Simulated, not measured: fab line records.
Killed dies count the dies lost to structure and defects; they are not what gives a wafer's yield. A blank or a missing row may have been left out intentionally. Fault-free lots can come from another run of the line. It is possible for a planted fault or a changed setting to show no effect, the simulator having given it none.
Matching of chambers | flow n5_finfet | rie_diel-05 running N5_BEOL_M3_ETCH_63: 4 sister chambers
The step etches SiARC in CF4, target depth 15.6 nm, time 26 s. 4 wafers are shown with their chamber, then 10 later ones without.

== WAFERS PAIRED WITH THEIR CHAMBERS ==
wafer  | chamber | showerhead_plenum_p_Torr (Torr)
L082.6 | 3       | 2.23
L084.3 | 1       | 2.04
L085.1 | 0       | 2.06
L085.4 | 2       | 2.18

== WAFERS WHOSE CHAMBER IS MISSING ==
wafer  | showerhead_plenum_p_Torr (Torr)
L085.6 | 2.04
L091.2 | 2.22
L091.3 | 2.06
L091.6 | 2.22
L093.1 | 2.22
L093.3 | 2.04
L093.6 | 2.22
L095.1 | 2.03
L095.3 | 2.22
L095.4 | 2.05

== WHICH CHAMBER EACH WENT THROUGH ==
wafer  | from the rows above     | in truth
L085.6 | 1                       | 1
L091.2 | 3                       | 3
L091.3 | 0                       | 0
L091.6 | 3                       | 3
L093.1 | 3                       | 3
L093.3 | 1                       | 1
L093.6 | 3                       | 3
L095.1 | 1                       | 1
L095.3 | 3                       | 3
L095.4 | can't be placed: 1 or 0 | 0
Placed correctly: 9 of 10. Cannot be placed on the basis of these rows: 1; the candidates contain the true chamber in 1. 0 placed wrongly.
How it was worked out, from the rows above alone: a wafer's distance from a chamber is the root of the sum, over the readings, of the square of ((its reading less the chamber's mean) divided by the reading's scatter). The wafer belongs to the nearest chamber; if the next one is less than 2 further off, it can't be placed. The mean given for a chamber averages the wafers shown for that chamber. The scatter: root of mean squared gap, hidden wafer to nearest shown wafer, with one shown wafer a chamber.
